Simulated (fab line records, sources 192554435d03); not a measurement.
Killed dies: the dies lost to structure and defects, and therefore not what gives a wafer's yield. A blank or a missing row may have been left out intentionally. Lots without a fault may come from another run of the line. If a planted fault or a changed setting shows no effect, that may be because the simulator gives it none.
fab line records	flow n5_finfet
record lots=7	wafers=18	last_day=17
route steps=1938 shown BEOL_M10@1497 PASSIVATION@1936
lots untouched by any fault: they come from a run of this same line in which no faults occurred
start_h: start of the lot's first displayed wafer, in hours after the record's first day	wait_h: time in hours since the lot's previous step	" same as the row above	L1.1+2: one row covering several wafers at once	- no value, or no start given	* or withheld: withheld	< > ~ a bound
route shown NAME@n: NAME is a module with steps in the file, n the number in the route of the first one	usual: the fault-free wafers' mean and standard deviation	same: alike in all rows	chamber/n: place in a boat	sites: the reading at each site	_std_site: standard deviation across them	_edge_site: outer sites' mean less inner sites'	radius_mm: for every site, how far away it sits from the centre of the wafer	mask NAME#n: copy n	behind: the most recent tool/chamber to have shaped the wafer	hold: why the lot went on hold/how many hours it stayed there/how the hold came to an end	device: the n, p or np transistor that did not switch	end of line: at the end of the route, the tests of the same wafers	a step given without rows: its recipe and nothing more	killed: not the wafer's yield, but the dies lost to structure and defects at the first sort	map: shows each die of a wafer: x if killed, . if not, _ if none is there
set.NAME: the run value of the setting; set.NAME@STEP: its run value at that earlier step	model.NAME: the simulator's own value behind a step, which no gauge read
lots seen at some steps along the route; tables by step, rows by wafer
services: the hour from which a tool's chamber was out of use, counted from the record's first day as start_h (under 0 if before that day), plus the number of hours and why
## steps
# step N5_BEOL_M10_EBR_24
# recipe solvent=PGMEA	ebr_width_mm=1.5
# step N5_BEOL_M10_SOFTBAKE_23
# recipe temp_c=110	time_s=60	resist=CAR-ArF
# step N5_BEOL_M10_EXPOSE_25
# recipe mask_id=V9	na=1.35	source_shape=annular	sigma_inner=0.5	sigma_outer=0.8	polarization=unpolarized	dose_mj=85.5
# step N5_BEOL_M10_PEB_26
# recipe peb_temp_c=withheld	peb_time_s=60	resist=CAR-ArF
# step N5_BEOL_M10_DEVELOP_27
# recipe develop_time_s=30	developer=TMAH	resist=CAR-ArF	rinse_liquid=diw	dry=air_spin	dev_temp_c=23
# step N5_BEOL_M10_CD_MEAS_28
# recipe target_cd_nm=70	landing_energy_ev=500	detector=se_inlens	polarity=opening
# usual cd_nm=69.9/1
# same landing_energy_ev=500
lot.wafer	tool	chamber	start_h	wait_h	cd_nm
L206.1	cd_sem-03	0	210.50	-	67.6
L206.2	"	0	"	"	68.4
L206.4	"	0	"	"	68.0
L209.1	cd_sem-01	0	235.16	-	70.1
L209.3	"	0	"	"	70.2
L209.4	"	0	"	"	69.3
L218.4	cd_sem-01	0	278.63	-	70.6
L218.6	"	0	"	"	71.2
L217.4	cd_sem-02	0	284.03	-	72.0
L217.6	"	0	"	"	71.6
L222.2	cd_sem-03	0	306.44	-	70.1
L222.4	"	0	"	"	68.7
L228.1	cd_sem-02	0	347.52	-	70.2
L228.3	"	0	"	"	70.5
L228.6	"	0	"	"	70.5
L229.2	cd_sem-03	0	348.25	-	70.3
L229.4	"	0	"	"	70.3
L229.6	"	0	"	"	69.6
# step N5_BEOL_M10_OVL_MEAS_29
# recipe points_per_wafer=44
# usual V9_OVL=-0.1/0.6
lot.wafer	tool	chamber	start_h	wait_h	V9_OVL[nm]
L206.1	overlay-01	0	210.53	0.0	0.6
L206.2	"	0	"	"	-0.1
L206.4	"	0	"	"	0.0
L209.1	overlay-01	0	235.19	0.0	-0.5
L209.3	"	0	"	"	0.5
L209.4	"	0	"	"	0.0
L218.4	overlay-01	0	278.65	0.0	0.7
L218.6	"	0	"	"	0.8
L217.4	overlay-02	0	284.06	0.0	0.1
L217.6	"	0	"	"	0.7
L222.2	overlay-01	0	306.47	0.0	-0.3
L222.4	"	0	"	"	-0.7
L228.1	overlay-01	0	347.55	0.0	-0.7
L228.3	"	0	"	"	-0.5
L228.6	"	0	"	"	-0.7
L229.2	overlay-02	0	348.28	0.0	0.5
L229.4	"	0	"	"	0.6
L229.6	"	0	"	"	1.7
# step N5_BEOL_M10_INSPECT_30
# recipe mode=adi	inspect_instrument=brightfield
# usual raw_defect_count=442/88
lot.wafer	tool	chamber	start_h	wait_h	raw_defect_count
L206.1	defect_inspect-02	-	210.55	0.0	502
L206.2	"	-	"	"	383
L206.4	"	-	"	"	489
L209.1	defect_inspect-02	-	235.21	0.0	442
L209.3	"	-	"	"	445
L209.4	"	-	"	"	424
L218.4	defect_inspect-01	-	278.68	0.0	370
L218.6	"	-	"	"	494
L217.4	defect_inspect-01	-	284.08	0.0	395
L217.6	"	-	"	"	309
L222.2	defect_inspect-01	-	306.49	0.0	353
L222.4	"	-	"	"	311
L228.1	defect_inspect-02	-	347.57	0.0	512
L228.3	"	-	"	"	485
L228.6	"	-	"	"	422
L229.2	defect_inspect-01	-	348.31	0.0	472
L229.4	"	-	"	"	616
L229.6	"	-	"	"	424
# step N5_BEOL_M10_DESCUM_33
# recipe chemistry=O2	time_s=7.9	source_power_w=50	bias_power_w=20	pressure_mtorr=20	rf_frequency_hz=2.712e+07	temp_c=40	resist=CAR-ArF	o2_flow_sccm=225
# usual bias_power_w=20.00/0.059	drypump_motor_current_A=5.7/0.49	oes_product_au=0.76/0.062	rf_vpp_V=243.6/1.2	showerhead_plenum_p_Torr=2.12/0.046	throttle_valve_pct=20.57/0.26
lot.wafer	tool	chamber	start_h	wait_h	bias_power_w	drypump_motor_current_A	oes_product_au	rf_hours_counter_h	rf_vpp_V	showerhead_plenum_p_Torr	throttle_valve_pct
L206.1	rie_diel-06	1	210.59	0.0	19.98	5.7	0.68	216	245.4	2.17	20.64
L206.2	"	2	"	"	19.89	5.5	0.77	128	242.9	2.09	20.28
L206.4	"	0	"	"	19.94	6.4	0.70	214	242.0	2.08	20.90
L209.1	rie_diel-05	0	235.25	0.0	19.94	5.5	0.77	139	242.3	2.10	20.73
L209.3	"	3	"	"	19.94	5.5	0.79	112	245.4	2.22	20.43
L209.4	"	2	"	"	19.94	4.9	0.71	205	243.7	2.16	20.18
L218.4	rie_diel-06	0	278.71	0.0	19.89	6.4	0.68	238	241.5	2.07	20.94
L218.6	"	3	"	"	19.99	5.7	0.79	-	243.8	2.11	20.68
L217.4	rie_diel-06	2	284.11	0.0	20.06	5.5	0.75	156	243.8	2.08	20.32
L217.6	"	3	"	"	20.01	5.7	0.80	-	242.4	2.11	20.70
L222.2	rie_diel-06	2	307.22	0.7	20.00	5.5	0.74	166	244.0	2.07	20.33
L222.4	"	2	"	"	20.04	5.5	0.74	-	244.8	2.07	20.33
L228.1	rie_diel-02	0	347.61	0.0	19.84	6.5	0.78	114	242.8	2.18	20.44
L228.3	"	3	"	"	20.03	5.8	0.71	182	242.7	2.08	20.84
L228.6	"	0	"	"	19.97	6.5	0.79	-	245.4	2.18	20.42
L229.2	rie_diel-05	1	348.35	0.0	19.99	6.2	0.77	148	243.1	2.10	20.73
L229.4	"	3	"	"	19.95	5.5	0.76	149	245.5	2.21	20.49
L229.6	"	2	"	"	20.10	4.9	0.68	-	242.8	2.15	20.26
# step N5_BEOL_M10_ETCH_65
# recipe chemistry=CF4	target=SiARC	target_depth_a=390	mask_material=CAR-ArF	time_s=65	ion_energy_ev=80	pressure_mtorr=40	source_w=545	bias_w=36	Ar_flow_sccm=100	cf4_flow_sccm=100	ends=cleared
# usual drypump_motor_current_A=5.7/0.49	etch_rf_on_time_s=64.7/1.3	oes_product_au=0.65/0.056	rf_vpp_V=184.4/0.96	showerhead_plenum_p_Torr=2.17/0.038	throttle_valve_pct=15.73/0.23
lot.wafer	tool	chamber	start_h	wait_h	drypump_motor_current_A	etch_rf_on_time_s	oes_product_au	rf_hours_counter_h	rf_vpp_V	showerhead_plenum_p_Torr	throttle_valve_pct
L206.1	rie_diel-06	1	210.62	0.0	5.7	63.8	0.59	216	184.4	2.20	15.81
L206.2	"	2	"	"	5.5	65.3	0.65	128	184.2	2.15	15.56
L206.4	"	0	"	"	6.4	64.8	0.59	214	183.6	2.12	15.99
L209.1	rie_diel-05	0	235.28	0.0	5.5	63.3	0.65	139	183.9	2.15	15.88
L209.3	"	3	"	"	5.5	66.7	0.67	112	185.6	2.24	15.42
L209.4	"	2	"	"	4.9	66.2	0.61	205	185.9	2.20	15.43
L218.4	rie_diel-06	0	278.75	0.0	6.4	64.7	0.58	238	181.7	2.11	16.04
L218.6	"	3	"	"	5.7	63.5	0.68	-	182.7	2.16	15.76
L217.4	rie_diel-06	2	284.15	0.0	5.5	65.4	0.63	156	184.7	2.14	15.61
L217.6	"	3	"	"	5.7	64.3	0.68	-	184.2	2.15	15.76
L222.2	rie_diel-06	2	307.26	0.0	5.5	65.4	0.63	166	184.5	2.14	15.63
L222.4	"	2	"	"	5.5	66.1	0.62	-	183.2	2.14	15.64
L228.1	rie_diel-02	0	347.64	0.0	6.5	63.6	0.69	114	186.0	2.23	15.66
L228.3	"	3	"	"	5.8	63.4	0.62	182	183.1	2.13	16.03
L228.6	"	0	"	"	6.5	63.9	0.67	-	185.0	2.23	15.67
L229.2	rie_diel-05	1	348.38	0.0	6.2	64.9	0.66	148	183.6	2.15	15.82
L229.4	"	3	"	"	5.5	65.9	0.65	149	186.3	2.22	15.48
L229.6	"	2	"	"	4.9	66.1	0.58	-	185.3	2.19	15.54
# step N5_BEOL_M10_ETCH_66
# recipe chemistry=N2/H2	target=SOC	target_depth_a=1200	overetch_a=240	mask_material=SiARC	temp_c=40	time_s=180	ion_energy_ev=200	pressure_mtorr=30	source_w=840	bias_w=150	n2_flow_sccm=200	h2_flow_sccm=200
# usual drypump_motor_current_A=5.7/0.48	n2_flow_sccm=200.1/0.64	oes_product_au=0.61/0.048	rf_vpp_V=524.7/1.7	run_length_s=203.4/0.47	showerhead_plenum_p_Torr=2.57/0.055	throttle_valve_pct=17.92/0.22
lot.wafer	tool	chamber	start_h	wait_h	drypump_motor_current_A	n2_flow_sccm	oes_product_au	rf_hours_counter_h	rf_vpp_V	run_length_s	showerhead_plenum_p_Torr	throttle_valve_pct
L206.1	rie_diel-06	1	210.67	0.0	5.7	199.9	0.56	216	525.1	203.8	2.61	17.85
L206.2	"	2	"	"	5.5	199.4	0.62	128	525.7	202.9	2.56	17.78
L206.4	"	0	"	"	6.4	201.1	0.56	214	522.4	204.0	2.51	18.26
L209.1	rie_diel-05	0	235.33	0.0	5.5	201.7	0.61	139	524.1	203.3	2.53	17.91
L209.3	"	3	"	"	5.5	200.1	0.65	112	528.0	203.9	2.65	17.63
L209.4	"	2	"	"	4.9	198.7	0.58	205	526.7	204.0	2.63	17.67
L218.4	rie_diel-06	0	278.80	0.0	6.4	199.8	0.55	239	522.4	204.2	2.50	18.32
L218.6	"	3	"	"	5.7	199.5	0.64	-	523.4	203.1	2.55	17.97
L217.4	rie_diel-06	2	284.20	0.0	5.5	200.7	0.60	156	523.8	202.9	2.54	17.82
L217.6	"	3	"	"	5.7	200.1	0.64	-	525.5	203.4	2.55	17.98
L222.2	rie_diel-06	2	307.31	0.0	5.5	200.0	0.60	166	524.4	203.4	2.54	17.85
L222.4	"	2	"	"	5.5	200.3	0.59	-	522.1	203.2	2.54	17.86
L228.1	rie_diel-02	0	347.69	0.0	6.6	199.2	0.64	114	526.4	203.4	2.69	18.07
L228.3	"	3	"	"	5.9	200.1	0.58	182	525.2	203.0	2.53	18.28
L228.6	"	0	"	"	6.5	200.5	0.64	-	526.3	203.2	2.69	18.06
L229.2	rie_diel-05	1	348.43	0.0	6.2	199.0	0.62	148	525.0	202.9	2.54	18.08
L229.4	"	3	"	"	5.5	200.6	0.62	149	526.1	203.5	2.64	17.70
L229.6	"	2	"	"	4.9	199.3	0.56	-	528.5	203.7	2.61	17.75
# step N5_BEOL_M10_STRIP_69
# recipe chemistry=N2/H2	temp_c=40	n2_flow_sccm=200	h2_flow_sccm=200	rf_frequency_hz=6e+07
# step N5_BEOL_M10_VIA_ETCH_34
# recipe chemistry=C4F6/O2	target=SiCOH_lowk	target_depth_a=1845	mask_material=SOC	taper_deg=4	time_s=69.2	ion_energy_ev=250	pressure_mtorr=30	source_w=345	bias_w=185	Ar_flow_sccm=300	C4F6_flow_sccm=10	O2_flow_sccm=10
# usual O2_flow_sccm=10.000/0.029	drypump_motor_current_A=5.7/0.48	oes_product_au=0.75/0.064	rf_vpp_V=663/15	run_length_s=92.6/0.48	showerhead_plenum_p_Torr=2.88/0.047	throttle_valve_pct=21.02/0.28
lot.wafer	tool	chamber	start_h	wait_h	O2_flow_sccm	drypump_motor_current_A	oes_product_au	rf_hours_counter_h	rf_vpp_V	run_length_s	showerhead_plenum_p_Torr	throttle_valve_pct	model.etch.depth_nm	model.SOC_of_BEOL_M10_COAT_63.thk_nm
L206.1	rie_diel-06	1	210.80	0.0	9.945	5.7	0.68	216	659	93.3	2.91	20.94	182.3	92
L206.2	"	2	"	"	9.952	5.5	0.76	128	646	92.3	2.86	20.85	181.7	92
L206.4	"	0	"	"	9.991	6.4	0.69	214	644	93.5	2.81	21.28	181.8	91.8
L209.1	rie_diel-05	0	235.46	0.0	9.961	5.5	0.76	140	675	92.3	2.87	21.28	189.8	91.2
L209.3	"	3	"	"	10.016	5.5	0.79	112	655	93.1	2.97	20.68	181.3	92
L209.4	"	2	"	"	9.993	4.9	0.71	206	679	93.1	2.92	20.60	181.6	92
L218.4	rie_diel-06	0	278.92	0.0	9.970	6.4	0.68	239	644	105.3	2.80	21.32	211.9	91
L218.6	"	3	"	"	10.014	5.7	0.80	-	675	104.0	2.88	21.22	216.2	90.4
L217.4	rie_diel-06	2	284.32	0.0	9.934	5.5	0.74	156	646	103.6	2.85	20.88	211.4	90.8
L217.6	"	3	"	"	10.018	5.7	0.79	-	672	103.6	2.88	21.21	215.1	90.8
L222.2	rie_diel-06	2	307.43	0.0	10.040	5.5	0.73	166	646	92.0	2.84	20.91	181	92.4
L222.4	"	2	"	"	10.019	5.5	0.74	-	645	103.7	2.84	20.90	211.9	91
L228.1	rie_diel-02	0	347.82	0.0	9.949	6.6	0.78	114	657	92.1	2.96	20.91	182.9	92.4
L228.3	"	3	"	"	10.012	5.9	0.71	182	633	92.2	2.83	21.32	184.6	91.8
L228.6	"	0	"	"	9.976	6.5	0.79	-	658	92.3	2.96	20.91	182.4	92.2
L229.2	rie_diel-05	1	348.55	0.0	10.035	6.2	0.76	148	679	92.0	2.86	21.19	182.7	92
L229.4	"	3	"	"	10.018	5.5	0.76	149	655	93.4	2.95	20.75	181.9	91.6
L229.6	"	2	"	"	9.981	4.9	0.70	-	679	93.2	2.91	20.64	183.3	91.6
# step N5_BEOL_M10_STRIP_73
# recipe chemistry=C4F6/O2	resist=SiARC	rf_frequency_hz=6e+07
# step N5_PASSIVATION_PROBE_49
# usual defect_limited_yield=90.9/1.5	killed_at_M0_to_M3=36/9.9	killed_at_M4_up=13/4.5	killed_at_contacts=13/6.4	killed_at_front_end=42/12	killed_at_other=3.4/3	killed_dies=107/18	killed_open=69/13	killed_short=35/8.2	sort_bin_5_function=5.3/1.1	sort_bin_6_memory=3.4/0.69	sort_bin_8_speed=0.00/0.0071	sort_n_pass=1073/18	sort_yield_pct=90.9/1.5
# same gross_dies=1180	killed_at_back_side=0	sort_bin_4_leakage[%]=0
lot.wafer	tool	chamber	start_h	wait_h	defect_limited_yield[%]	killed_at_M0_to_M3	killed_at_M4_up	killed_at_contacts	killed_at_front_end	killed_at_other	killed_dies	killed_open	killed_short	sort_bin_5_function[%]	sort_bin_6_memory[%]	sort_bin_8_speed[%]	sort_n_pass	sort_yield_pct[%]
L217.4	prober-01	-	333.72	0.2	92.5	43	10	4	29	2	88	58	30	4.2	3.1	0	1092	92.5
L222.2	prober-01	-	354.06	0.1	90.1	46	9	22	35	5	117	77	40	6.3	3.5	0	1063	90.1
# killed by level:class
L217.4 BEOL_M1:geometric_particle:open=11 FIN_SAQP:geometric_particle:open=10 FIN_SAQP:geometric_particle:short=9 BEOL_M0_SAQP:geometric_particle:short=9 BEOL_M2:geometric_particle:open=7 BEOL_M0_SAQP:geometric_particle:open=6 BEOL_M3:geometric_particle:open=6 DUMMY_GATE:geometric_particle:open=4
L222.2 MOL_CONTACT_COAG:geometric_particle:open=18 BEOL_M0_SAQP:geometric_particle:short=12 FIN_SAQP:geometric_particle:short=10 BEOL_M0_SAQP:geometric_particle:open=10 BEOL_M3:geometric_particle:open=10 FIN_SAQP:geometric_particle:open=9 BEOL_M1:geometric_particle:open=7 STI_FIN_REVEAL:geometric_particle:open=4
## services
tool	chamber	start_h	hours	kind
rie_diel-06	3	211.16	15.1	repair
rie_diel-02	2	226.34	13.2	repair
rie_diel-06	1	233.21	4.6	repair
rie_diel-06	-	242.52	0.3	repair
rie_diel-02	1	251.75	-	clean
rie_diel-02	1	251.75	-	consumable_replace:focus_ring
rie_diel-02	1	251.75	19.5	scheduled_down
rie_diel-02	1	251.75	19.5	vent_cycle
rie_diel-06	0	289.58	6.3	repair
rie_diel-05	3	300.97	6.5	repair
rie_diel-06	1	305.30	-	clean
rie_diel-06	1	305.30	-	consumable_replace:focus_ring
rie_diel-06	1	305.30	21.1	scheduled_down
rie_diel-06	1	305.30	21.1	vent_cycle
rie_diel-02	0	313.14	13.1	repair
rie_diel-06	0	326.61	-	clean
rie_diel-06	0	326.61	-	consumable_replace:focus_ring
rie_diel-06	0	326.61	19.2	scheduled_down
rie_diel-06	0	326.61	19.2	vent_cycle
## key
first_sign step=N5_BEOL_M10_VIA_ETCH_34	reading=run_length_s	direction=up	sigmas=24	usual=*	struck=*
effect none on later readings
model_effect step=N5_BEOL_M10_VIA_ETCH_34	value=etch.depth_nm	without=183	struck=213.3
met_at N5_BEOL_M10_VIA_ETCH_34
struck_wafers L217.4,L217.6,L218.4,L218.6,L222.4
onset_between 210.80 278.92
fault kind=process_parameter_drift	tool=rie_diel-06	chamber=-	onset_h=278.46	steps=N5_BEOL_M10_VIA_ETCH_34	channel=time_s	offset=*	shape=step	end_h=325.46	scope=struck_wafers_only	acts_in=*	stated=*
